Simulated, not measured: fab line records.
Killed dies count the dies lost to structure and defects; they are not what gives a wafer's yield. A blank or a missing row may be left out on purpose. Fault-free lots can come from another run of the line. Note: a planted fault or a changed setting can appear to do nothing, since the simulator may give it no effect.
Which tool is to blame? || flow nand harc || 12 lots, 36 wafers sampled, at 3 steps of a route of 1159

== WHAT EACH GAUGE READ, for each wafer ==
NHARC_P_M0_CD_MEAS_09: target cd 90 nm.
{"lot": "L076", "measured": "day 6 05:33", "on": "cd sem-03", "cd nm (nm)": "89.4 89.3 89.8"}
{"lot": "L077", "measured": "day 6 10:11", "on": "cd sem-03", "cd nm (nm)": "91.0 89.6 90.9"}
{"lot": "L079", "measured": "day 7 00:40", "on": "cd sem-01", "cd nm (nm)": "89.6 89.4 89.5"}
{"lot": "L081", "measured": "day 7 09:57", "on": "cd sem-02", "cd nm (nm)": "90.6 90.3 89.9"}
{"lot": "L083", "measured": "day 8 00:57", "on": "cd sem-02", "cd nm (nm)": "90.0 89.9 90.0"}
{"lot": "L084", "measured": "day 8 10:18", "on": "cd sem-02", "cd nm (nm)": "91.4 90.1 90.8"}
{"lot": "L087", "measured": "day 9 00:59", "on": "cd sem-03", "cd nm (nm)": "89.4 89.9 90.0"}
{"lot": "L089", "measured": "day 9 22:45", "on": "cd sem-03", "cd nm (nm)": "89.9 89.8 89.4"}
{"lot": "L090", "measured": "day 10 02:33", "on": "cd sem-02", "cd nm (nm)": "90.2 90.0 89.3"}
{"lot": "L093", "measured": "day 10 07:59", "on": "cd sem-03", "cd nm (nm)": "89.5 89.5 88.5"}
{"lot": "L095", "measured": "day 11 06:46", "on": "cd sem-02", "cd nm (nm)": "90.0 89.9 89.6"}
{"lot": "L097", "measured": "day 11 12:31", "on": "cd sem-02", "cd nm (nm)": "89.4 89.4 89.6"}

== WHAT TOOL EACH LOT RAN ON (gives the tool, then ch and the chambers of the sampled wafers, and finally the start) ==
{"lot": "L076", "NHARC_P_CONTACT_DESCUM_17": "rie diel-10 ch 1,2,3, day 5 20:40", "NHARC_P_CONTACT_CMP_24": "cmp-04 ch 0,1,2, day 6 04:06"}
{"lot": "L077", "NHARC_P_CONTACT_DESCUM_17": "rie diel-07 ch 1,2,3, day 5 21:56", "NHARC_P_CONTACT_CMP_24": "cmp-01 ch 0,2,3, day 6 08:55"}
{"lot": "L079", "NHARC_P_CONTACT_DESCUM_17": "rie diel-04 ch 0,3, day 6 16:05", "NHARC_P_CONTACT_CMP_24": "cmp-01 ch 1,2, day 6 23:21"}
{"lot": "L081", "NHARC_P_CONTACT_DESCUM_17": "rie diel-10 ch 1,2,3, day 7 05:54", "NHARC_P_CONTACT_CMP_24": "cmp-02 ch 0,1, day 7 08:38"}
{"lot": "L083", "NHARC_P_CONTACT_DESCUM_17": "rie diel-04 ch 2,3, day 7 20:52", "NHARC_P_CONTACT_CMP_24": "cmp-04 ch 0,1,2, day 7 23:43"}
{"lot": "L084", "NHARC_P_CONTACT_DESCUM_17": "rie diel-10 ch 0,1,3, day 8 01:48", "NHARC_P_CONTACT_CMP_24": "cmp-02 ch 0,3, day 8 09:01"}
{"lot": "L087", "NHARC_P_CONTACT_DESCUM_17": "rie diel-10 ch 0,3, day 8 20:59", "NHARC_P_CONTACT_CMP_24": "cmp-02 ch 2,3, day 8 23:42"}
{"lot": "L089", "NHARC_P_CONTACT_DESCUM_17": "rie diel-04 ch 1,2, day 9 10:29", "NHARC_P_CONTACT_CMP_24": "cmp-02 ch 0,1,2, day 9 21:28"}
{"lot": "L090", "NHARC_P_CONTACT_DESCUM_17": "rie diel-10 ch 0,1,2, day 9 22:32", "NHARC_P_CONTACT_CMP_24": "cmp-01 ch 0,1,2, day 10 01:18"}
{"lot": "L093", "NHARC_P_CONTACT_DESCUM_17": "rie diel-10 ch 1,2, day 10 03:59", "NHARC_P_CONTACT_CMP_24": "cmp-02 ch 0,3, day 10 06:39"}
{"lot": "L095", "NHARC_P_CONTACT_DESCUM_17": "rie diel-04 ch 1,2, day 10 23:38", "NHARC_P_CONTACT_CMP_24": "cmp-02 ch 2,3, day 11 05:27"}
{"lot": "L097", "NHARC_P_CONTACT_DESCUM_17": "rie diel-10 ch 0,1,2, day 11 03:57", "NHARC_P_CONTACT_CMP_24": "cmp-02 ch 0,1,2, day 11 11:14"}
- NHARC_P_CONTACT_DESCUM_17: chemistry O2, time 3 s.
- NHARC_P_CONTACT_CMP_24: polishes, t overpolish 30 s, target thk 200 nm.

== THE ANSWER, worked out from the rows above alone ==
Rule: usual is defined by the lots themselves. The widest of any qualifying gaps counts: lots, ordered by their means at a reading, are off when they make up no more than a third of the lots, leave a main group of 4 or more, and stand apart from it by 3 or more times the standard deviation of that group's means. Not used: any main group whose means are identical at the precision the tables above print for the reading. Also off: a lot with no number at a reading for which 4 or more lots have one. All remaining lots with rows at the step are treated as sound.
No lot is off at any reading shown: from this, nothing can be told.

== WHAT THE SIMULATOR PUT IN ==
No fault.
